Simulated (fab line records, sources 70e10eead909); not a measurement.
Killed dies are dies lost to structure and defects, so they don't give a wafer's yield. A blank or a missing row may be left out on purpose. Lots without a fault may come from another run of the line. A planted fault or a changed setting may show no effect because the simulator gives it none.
fab line records | flow nand_harc
record lots=6 wafers=18 last_day=33
route steps=1302 shown P_ZERO_WELL@31
lots that met no fault: from a run of the same line without faults
start_h: hours from the record's first day to the start of the lot's first wafer shown | wait_h: hours since the lot's step before | " the same as in the row above | L1.1+2: a row that stands for several wafers | - no value, or no start given | * or withheld: withheld | < > ~ a bound
route shown NAME@n: a module of which the file shows steps, and the number in the route of the first | usual: mean/standard deviation of fault-free wafers | same: alike in all rows | chamber/n: place in a boat | sites: the reading at each site | _std_site: their standard deviation | _edge_site: outer sites' mean less inner sites' | radius_mm: how far each site lies from the wafer's centre | mask NAME#n: copy n | behind: the tool/chamber that last shaped the wafer | hold: why the lot was held/for how many hours/how that ended | device: the transistor (n, p or np) that didn't switch | end of line: the same wafers' tests at the end of the route | a step without rows: its recipe alone | killed: dies lost to structure and defects at the first sort, not the wafer's yield | map: a wafer's dies, x killed, . not, _ none there
set.NAME: the setting as run; set.NAME@STEP: as run at that earlier step | model.NAME: the simulator's own value behind a step, which no gauge read
lots at some steps of the route; a table a step, a row a wafer
services: from which hour (start_h, from the record's first day; less than 0 if before it) a tool's chamber was out of use, for how many hours, and why
## steps
# step NHARC_P_ZERO_WELL_DESCUM_26
# recipe time_s=3 o2_flow_sccm=200 ar_flow_sccm=0 bias_power_w=0 chemistry=O2
# usual drypump_motor_current_A=5.8/0.46 o2_flow_sccm=200.0/0.64 oes_product_au=1.003/0.011 rf_vpp_V=57.7/0.9 showerhead_plenum_p_Torr=1.91/0.11 throttle_valve_pct=11.310/0.0084
# same time_s=3
# columns lot.wafer tool chamber start_h wait_h drypump_motor_current_A o2_flow_sccm oes_product_au rf_hours_counter_h rf_vpp_V showerhead_plenum_p_Torr throttle_valve_pct
L433.1 rie_diel-13 3 32.78 - 5.9 200.8 0.997 14 59.1 1.80 11.306
L433.5 " 1 " " 6.5 199.8 1.007 - 57.0 1.79 11.308
L433.6 " 2 " " 5.4 199.7 1.003 - 58.1 1.87 11.315
L434.2 rie_diel-04 1 42.79 - 6.1 199.6 1.022 12 58.1 1.86 11.306
L434.5 " 0 " " 5.5 200.2 1.016 - 58.7 1.97 11.310
L434.6 " 1 " " 6.1 200.8 1.019 - 58.5 1.86 11.300
L435.1 rie_diel-01 3 52.74 - 5.3 199.4 1.023 6 58.3 1.98 11.313
L435.3 " 0 " " 5.1 200.5 1.011 7 57.0 2.07 11.309
L435.4 " 1 " " 5.7 199.6 0.993 7 58.4 2.00 11.317
L444.3 rie_diel-01 0 142.77 - 5.1 200.6 1.016 30 57.9 2.07 11.317
L444.6 " 3 " " 5.3 200.0 1.013 - 58.6 1.97 11.312
L444.4 " 1 " " 5.7 200.1 1.003 - 58.7 1.99 11.298
L453.4 rie_diel-13 2 232.67 - 5.4 199.9 0.982 20 57.5 1.85 11.313
L453.6 " 0 " " 5.9 200.9 1.007 - 57.5 2.05 11.315
L453.5 " 1 " " 6.5 199.8 0.994 - 57.8 1.77 11.308
L454.1 rie_diel-13 1 242.65 - 6.5 199.6 0.991 24 56.6 1.77 11.315
L454.2 " 2 " " 5.4 201.4 0.988 22 56.5 1.85 11.311
L454.5 " 0 " " 5.9 200.5 1.010 - 59.0 2.05 11.317
# step NHARC_P_ZERO_WELL_IMPLANT_27
# recipe energy_kev=600 dose_cm2=1e+13 tilt_deg=7
# step NHARC_P_ZERO_WELL_IMPLANT_57
# recipe energy_kev=250 dose_cm2=4e+12 tilt_deg=7
# step NHARC_P_ZERO_WELL_IMPLANT_58
# recipe energy_kev=100 dose_cm2=2e+12 tilt_deg=7
# step NHARC_P_ZERO_WELL_STRIP_28
# recipe time_s=840 temp_c=130 chemistry=SPM
# step NHARC_P_ZERO_WELL_DEHYDRATE_29
# recipe temp_c=150 time_s=120
# step NHARC_P_ZERO_WELL_HMDS_30
# recipe time_s=30
# step NHARC_P_ZERO_WELL_COAT_31
# recipe spin_rpm=withheld
# step NHARC_P_ZERO_WELL_SOFTBAKE_32
# recipe temp_c=122 time_s=95
# step NHARC_P_ZERO_WELL_EBR_33
# step NHARC_P_ZERO_WELL_EXPOSE_34
# recipe na=0.6 target_cd_nm=720 dose_mj=22.31 mask_id=P_PWELL
# step NHARC_P_ZERO_WELL_PEB_35
# recipe peb_temp_c=118 peb_time_s=85
# step NHARC_P_ZERO_WELL_DEVELOP_36
# recipe time_s=70
# usual chill_plate_temp_C=23.01/0.1 exhaust_pa=45.2/0.97 time_s=70/0
# columns lot.wafer tool chamber start_h wait_h chill_plate_temp_C exhaust_pa time_s
L433.1 litho_track-02 0 34 - 22.91 44.6 70
L433.5 " 0 " " 22.91 45.1 70
L433.6 " 0 " " 23.05 44.3 70
L434.2 litho_track-02 - 44 - - - -
L434.5 " - " " - - -
L434.6 " - " " - - -
L435.1 litho_track-03 - 54 - - - -
L435.3 " - " " - - -
L435.4 " - " " - - -
L444.3 litho_track-02 0 144 - 22.88 45.0 70
L444.4 " 0 " " 22.92 45.0 70
L444.6 " 0 " " 22.87 45.4 70
L453.4 litho_track-05 0 234 - 22.99 44.1 70
L453.5 " 0 " " 22.82 44.9 70
L453.6 " 0 " " 23.03 44.5 70
L454.1 litho_track-02 0 244 - 23.14 43.1 70
L454.2 " 0 " " 23.10 43.6 70
L454.5 " 0 " " 22.93 44.0 70
## services
# columns tool chamber start_h hours kind
rie_diel-04 0 15.44 4.3 repair
rie_diel-13 0 21.50 - clean
rie_diel-13 1 21.50 - clean
rie_diel-13 2 21.50 - clean
rie_diel-13 3 21.50 - clean
rie_diel-01 - 26.83 9.0 pm
rie_diel-13 0 46.00 - clean
rie_diel-13 1 46.00 - clean
rie_diel-13 2 46.00 - clean
rie_diel-13 3 46.00 - clean
litho_track-02 - 52.00 7.0 pm
rie_diel-13 0 71.15 - clean
litho_track-03 - 100.00 7.0 pm
rie_diel-01 0 106.82 6.2 repair
litho_track-05 - 124.01 7.0 pm
rie_diel-01 2 141.89 8.3 repair
rie_diel-01 3 152.32 6.0 repair
rie_diel-04 - 161.00 1.7 repair
rie_diel-13 - 165.00 9.0 pm
rie_diel-04 - 177.90 9.0 pm
rie_diel-01 - 205.24 9.0 pm
rie_diel-13 3 211.57 1.3 repair
rie_diel-13 - 223.40 0.1 repair
litho_track-02 - 227.00 7.0 pm
## key
first_sign step=NHARC_P_ZERO_WELL_DEVELOP_36 reading=tool_record direction=missing
effect none on later readings
met_at NHARC_P_ZERO_WELL_DEVELOP_36
struck_wafers L434.2,L434.5,L434.6,L435.1,L435.3,L435.4
later_rows_left_out L434.2,L434.5,L434.6,L435.1,L435.3,L435.4
sort_left_out L434.2,L434.5,L434.6,L435.1,L435.3,L435.4
tester_left_out L434,L435
onset_between 34 44
fault kind=skipped_step_whole tool=litho_track-02,litho_track-03 chamber=- onset_h=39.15 steps=NHARC_P_ZERO_WELL_DEVELOP_36 scope=struck_lots_only
# tester_left_out: of these lots the tester's yield and bins aren't shown, on N5 and GAA mostly nor the transistor test; their killed dies are dies lost to structure and defects alone, not to doping, threshold or leakage, so they don't give the yield
# sort_left_out: the simulated sort isn't trusted on such a fault, so these wafers' sort isn't shown, and their yield isn't known
# later_rows_left_out: the simulator's readings of these wafers behind a module that went badly wrong aren't trusted and aren't shown, but for the sort
